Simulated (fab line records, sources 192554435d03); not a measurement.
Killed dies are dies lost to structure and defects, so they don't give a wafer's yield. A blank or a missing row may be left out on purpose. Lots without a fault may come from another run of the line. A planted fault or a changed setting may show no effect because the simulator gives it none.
Chamber matching :: flow n5 finfet :: rie diel-06 running N5_BEOL_M5_ETCH_72: 4 sister chambers
The step etches underlayer in N2/H2, target depth 6.5 nm, time 5.2 s. 4 wafers are shown with their chamber, then 9 later ones without.

EACH WAFER AND ITS CHAMBER
wafer: L081.4
chamber: 0
showerhead plenum p Torr (Torr): 2.49

wafer: L081.5
chamber: 1
showerhead plenum p Torr (Torr): 2.68

wafer: L082.3
chamber: 3
showerhead plenum p Torr (Torr): 2.47

wafer: L082.6
chamber: 2
showerhead plenum p Torr (Torr): 2.51

WAFERS WITHOUT THEIR CHAMBER
wafer: L084.4
showerhead plenum p Torr (Torr): 2.48

wafer: L084.5
showerhead plenum p Torr (Torr): 2.46

wafer: L084.6
showerhead plenum p Torr (Torr): 2.48

wafer: L086.1
showerhead plenum p Torr (Torr): 2.46

wafer: L086.2
showerhead plenum p Torr (Torr): 2.51

wafer: L086.6
showerhead plenum p Torr (Torr): 2.51

wafer: L087.1
showerhead plenum p Torr (Torr): 2.46

wafer: L087.2
showerhead plenum p Torr (Torr): 2.51

wafer: L087.3
showerhead plenum p Torr (Torr): 2.68

WHICH CHAMBER EACH WENT THROUGH
wafer: L084.4
from the rows above: can't be placed: 3 or 0
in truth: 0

wafer: L084.5
from the rows above: 3
in truth: 3

wafer: L084.6
from the rows above: can't be placed: 3 or 0
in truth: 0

wafer: L086.1
from the rows above: 3
in truth: 3

wafer: L086.2
from the rows above: 2
in truth: 2

wafer: L086.6
from the rows above: 2
in truth: 2

wafer: L087.1
from the rows above: 3
in truth: 3

wafer: L087.2
from the rows above: 2
in truth: 2

wafer: L087.3
from the rows above: 1
in truth: 1
Correctly placed: 7 of 9. From these rows, 2 cannot be placed; in 2 the true chamber is one of the candidates. Wrongly placed: 0.
How it was worked out, from the rows above alone: a wafer's distance from a chamber is the root of the sum, over the readings, of the square of ((its reading less the chamber's mean) divided by the reading's scatter). If the next closest chamber is less than 2 further off than the closest, the wafer can't be placed; otherwise it belongs to the closest. For every chamber, the mean is computed from those of its wafers that are shown. The scatter (one wafer shown for each chamber): square how far every hidden wafer sits from the nearest shown wafer, average those squares and take the square root.
